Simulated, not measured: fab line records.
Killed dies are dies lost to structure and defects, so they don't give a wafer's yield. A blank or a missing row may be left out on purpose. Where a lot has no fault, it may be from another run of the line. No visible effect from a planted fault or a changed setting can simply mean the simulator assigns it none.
Which tool did it? ; flow nandHarc ; 36 wafers from 12 lots sampled at 5 of the route's 1302 steps

== WHAT THE GAUGES SHOWED, per wafer ==
NHARC_END_SORT_01. Usual: defectLimitedYield 91 %, standard deviation 3.4; killedAtArray 54, standard deviation 23; killedAtOther 1.2, standard deviation 1.5; killedAtPeriphery 3.9, standard deviation 2.5; killedDies 59, standard deviation 23; killedOpen 3.2, standard deviation 1.7; killedShort 2.4, standard deviation 1.6; sort_bin_2_pct 3.0 %, standard deviation 1.4; sort_bin_3_pct 0.7 %, standard deviation 0.45; sort_bin_4_pct 5.0 %, standard deviation 1.9; sortNPass 618, standard deviation 23; sortRimYieldPct 92 %, standard deviation 3.8; sortYieldPct 91 %, standard deviation 3.4.
lot;measured;on;defectLimitedYield (%);killedAtArray;killedAtOther;killedAtPeriphery;killedDies;killedOpen;killedShort;sort_bin_2_pct (%);sort_bin_3_pct (%);sort_bin_4_pct (%);sortNPass;sortRimYieldPct (%);sortYieldPct (%);flag
L435;day 24 13:37;prober-01;87 87 87;84 78 84;0 2 0;5 7 3;89 87 87;3 4 2;1 1 2;5.5 4.0 5.6;1.0 1.3 0.4;6.6 7.5 6.8;588 590 590;96 98 94;87 87 87;
L437;day 25 12:00;prober-02;95 94 97;23 30 22;1 1 0;11 11 1;35 42 23;4 7 3;6 3 2;1.9 1.6 1.2;0.1 0.3 0.1;3.1 4.3 2.1;642 635 654;96 92 96;95 94 97;
L440;day 26 15:20;prober-01;96 97 95;25 19 27;0 0 1;0 3 4;25 22 32;3 6 3;2 3 4;0.7 1.6 0.9;0 0.1 0.3;3.0 1.5 3.5;652 655 645;95 98 95;96 97 95;
L442;day 27 00:42;prober-02;86 87 86;85 85 90;5 2 5;4 3 0;94 90 95;3 4 2;2 2 1;4.1 5.6 4.3;1.3 1.3 0.9;8.4 6.4 8.9;583 587 582;94 88 88;86 87 86;
L439;day 27 00:42;prober-01;91 91 90;55 58 67;2 3 0;1 3 2;58 64 69;3 3 2;5 0 2;4.6 3.7 3.2;0.7 0.9 0.9;3.2 4.9 6.1;619 613 608;98 96 96;91 91 90;
L443;day 28 01:27;prober-01;94 95 95;28 26 27;6 5 3;6 4 4;40 35 34;3 2 4;0 5 2;2.4 1.6 2.4;0.3 0.6 0.6;3.2 3.0 2.1;637 642 643;95 92 94;94 95 95;
L446;day 28 09:56;prober-01;96 97 96;19 18 26;2 2 1;6 3 2;27 23 29;3 2 3;2 1 2;0.6 1.3 0.9;0 0 0.1;3.4 2.1 3.2;650 654 648;95 99 98;96 97 96;
L445;day 28 12:30;prober-02;88 89 87;76 74 82;1 0 1;1 0 2;78 74 85;4 0 7;4 3 4;5.2 3.7 4.6;0.7 0.7 1.2;5.6 6.5 6.8;599 603 592;93 90 89;88 89 87;
L455;day 33 03:50;prober-02;91 93 94;58 43 41;0 1 0;5 3 3;63 47 44;4 1 3;1 2 1;4.0 3.1 2.2;0.4 0.6 1.2;4.9 3.2 3.1;614 630 633;92 91 94;91 93 94;
L456;day 33 03:00;prober-01;91 92 93;53 54 42;2 0 0;3 3 6;58 57 48;3 2 6;4 4 3;2.7 2.4 2.2;0.3 0.4 0.1;5.6 5.6 4.7;619 620 629;92 90 89;91 92 93;
L457;day 33 18:08;prober-01;90 89 90;66 77 61;0 0 0;2 0 5;68 77 66;4 2 3;3 4 1;3.5 4.3 3.8;1.0 1.6 0.9;5.5 5.5 5.0;609 600 611;82 82 87;90 89 90;
L458;day 34 15:03;prober-02;90 92 90;66 52 63;0 1 0;0 0 3;66 53 66;1 1 2;3 2 0;4.3 2.8 3.4;0.4 0.4 0.9;5.0 4.6 5.5;611 624 611;92 90 89;90 92 90;

== WHICH TOOL RAN EACH LOT (tool, then ch and the chambers of the sampled wafers, then the start) ==
lot;NHARC_THIN_TSV_PRE_CLEAN_50;NHARC_THIN_TSV_PRE_CLEAN_54;NHARC_THIN_TSV_EXPOSE_30;NHARC_THIN_TSV_ETCH_36
L435;pvdSputter-01, day 24 03:19 or earlier;pvdSputter-01, day 24 03:19;krfScanner-01 ch 0, day 24 04:12;rieMetal-03 ch 1, day 24 05:07
L437;pvdSputter-03, day 25 03:42 or earlier;pvdSputter-03, day 25 03:42;krfScanner-03 ch 0, day 25 04:36;rieMetal-02 ch 0,1, day 25 05:19
L440;pvdSputter-03, day 26 05:23 or earlier;pvdSputter-03, day 26 05:23;krfScanner-03 ch 0, day 26 06:10;rieMetal-03 ch 0,1, day 26 06:52
L442;pvdSputter-03, day 26 10:20 or earlier;pvdSputter-01, day 26 10:20;krfScanner-03 ch 0, day 26 11:09;rieMetal-01 ch 0,1, day 26 11:52
L439;pvdSputter-03, day 26 11:28 or earlier;pvdSputter-01, day 26 11:28;krfScanner-03 ch 0, day 26 12:14;rieMetal-01 ch 0,1, day 26 12:57
L443;pvdSputter-02, day 27 15:23 or earlier;pvdSputter-01, day 27 15:23;krfScanner-04 ch 0, day 27 16:18;rieMetal-02 ch 0,1, day 27 17:00
L446;pvdSputter-02, day 27 20:13 or earlier;pvdSputter-03, day 27 20:13;krfScanner-04 ch 0, day 27 21:07;rieMetal-02 ch 0,1, day 27 21:49
L445;pvdSputter-03, day 28 00:41 or earlier;pvdSputter-03, day 28 00:41;krfScanner-03 ch 0, day 28 01:37;rieMetal-01 ch 0,1, day 28 02:19
L455;pvdSputter-01, day 32 16:50 or earlier;pvdSputter-02, day 32 16:50;krfScanner-04 ch 0, day 32 17:44;rieMetal-01 ch 0,1, day 32 18:26
L456;pvdSputter-01, day 32 18:04 or earlier;pvdSputter-01, day 32 18:04;krfScanner-04 ch 0, day 32 18:56;rieMetal-03 ch 0,1, day 32 19:38
L457;pvdSputter-02, day 33 07:55 or earlier;pvdSputter-02, day 33 07:55;krfScanner-03 ch 0, day 33 08:48;rieMetal-03 ch 0,1, day 33 09:31
L458;pvdSputter-03, day 34 04:19 or earlier;pvdSputter-01, day 34 04:19;krfScanner-03 ch 0, day 34 05:05;rieMetal-03 ch 0,1, day 34 05:48
- NHARC_THIN_TSV_PRE_CLEAN_50: time 30 s.
- NHARC_THIN_TSV_PRE_CLEAN_54: time 30 s.
- NHARC_THIN_TSV_EXPOSE_30: exposes mask PAD.
- NHARC_THIN_TSV_ETCH_36: etches the open film in Cl2/BCl3, target depth 65 nm, time 18.571 s.

== WHAT THE TOOLS THEMSELVES READ (means of the sampled wafers that have a number; where no wafer has one, the mark that the record gives instead) ==
NHARC_THIN_TSV_PRE_CLEAN_50. Usual: heaterPowerW at 450 W, with a standard deviation of 34.
lot;tool;heaterPowerW (W);flag
L435;pvdSputter-01;423;
L437;pvdSputter-03;457;
L440;pvdSputter-03;457;
L442;pvdSputter-03;455;
L439;pvdSputter-03;455;
L443;pvdSputter-02;433;
L446;pvdSputter-02;451;
L445;pvdSputter-03;459;
L455;pvdSputter-01;476;
L456;pvdSputter-01;465;
L457;pvdSputter-02;411;
L458;pvdSputter-03;433;

NHARC_THIN_TSV_PRE_CLEAN_54. Usual: heaterPowerW at 452 W, with a standard deviation of 35.
lot;tool;heaterPowerW (W);flag
L435;pvdSputter-01;443;
L437;pvdSputter-03;453;
L440;pvdSputter-03;461;
L442;pvdSputter-01;479;
L439;pvdSputter-01;444;
L443;pvdSputter-01;481;
L446;pvdSputter-03;461;
L445;pvdSputter-03;455;
L455;pvdSputter-02;428;
L456;pvdSputter-01;450;
L457;pvdSputter-02;470;
L458;pvdSputter-01;412;

NHARC_THIN_TSV_EXPOSE_30. Usual: exposureDoseMJCm2 at 11.470, with a standard deviation of 0.011.
lot;tool;exposureDoseMJCm2;flag
L435;krfScanner-01;11.480;
L437;krfScanner-03;11.475;
L440;krfScanner-03;11.471;
L442;krfScanner-03;11.470;
L439;krfScanner-03;11.462;
L443;krfScanner-04;11.465;
L446;krfScanner-04;11.474;
L445;krfScanner-03;11.474;
L455;krfScanner-04;10.661;OFF
L456;krfScanner-04;10.679;OFF
L457;krfScanner-03;11.480;
L458;krfScanner-03;11.466;

NHARC_THIN_TSV_ETCH_36. Usual: drypumpMotorCurrentA 5.71 A, standard deviation 0.24; oesProductAu 1.003 a.u., standard deviation 0.0065.
lot;tool;drypumpMotorCurrentA (A);oesProductAu (a.u.);flag
L435;rieMetal-03;5.92;1.003;
L437;rieMetal-02;5.58;1.009;
L440;rieMetal-03;5.78;1.006;
L442;rieMetal-01;5.85;1.001;
L439;rieMetal-01;5.79;1.003;
L443;rieMetal-02;5.57;1.006;
L446;rieMetal-02;5.41;1.007;
L445;rieMetal-01;5.77;1.008;
L455;rieMetal-01;5.77;1.001;
L456;rieMetal-03;5.77;1.005;
L457;rieMetal-03;5.61;1.006;
L458;rieMetal-03;5.78;1.000;

== THE ANSWER, worked out from the rows above alone ==
Rule: take the mean of a lot's wafers that have a number; if it is more than 3 standard deviations from the usual mean, the lot is off. A lot without any number at a reading at which 4 lots or more have one is off too. Where the step has rows for the other lots, those lots are counted as sound. The gauges are gone through in route order, then the tools' own readings, and for those a lot's mean is taken as printed above. The first step at which some lot is off is used, and at that step the reading that is off furthest; a lot without a number counts as furthest.
Off: L455, L456, at NHARC_THIN_TSV_EXPOSE_30 (exposureDoseMJCm2).
A tool fits if, at that step or a process step before it, it ran every lot that is off, and no sound lot after the first of them. Because NHARC_THIN_TSV_PRE_CLEAN_50 lacks a start for some lots, the hours and order of its lots are taken from NHARC_THIN_TSV_PRE_CLEAN_54. 2 tools fit, pvdSputter-01 at NHARC_THIN_TSV_PRE_CLEAN_50 and krfScanner-04 at NHARC_THIN_TSV_EXPOSE_30, so this cannot tell which one it is.

== WHAT THE SIMULATOR HAD PUT IN ==
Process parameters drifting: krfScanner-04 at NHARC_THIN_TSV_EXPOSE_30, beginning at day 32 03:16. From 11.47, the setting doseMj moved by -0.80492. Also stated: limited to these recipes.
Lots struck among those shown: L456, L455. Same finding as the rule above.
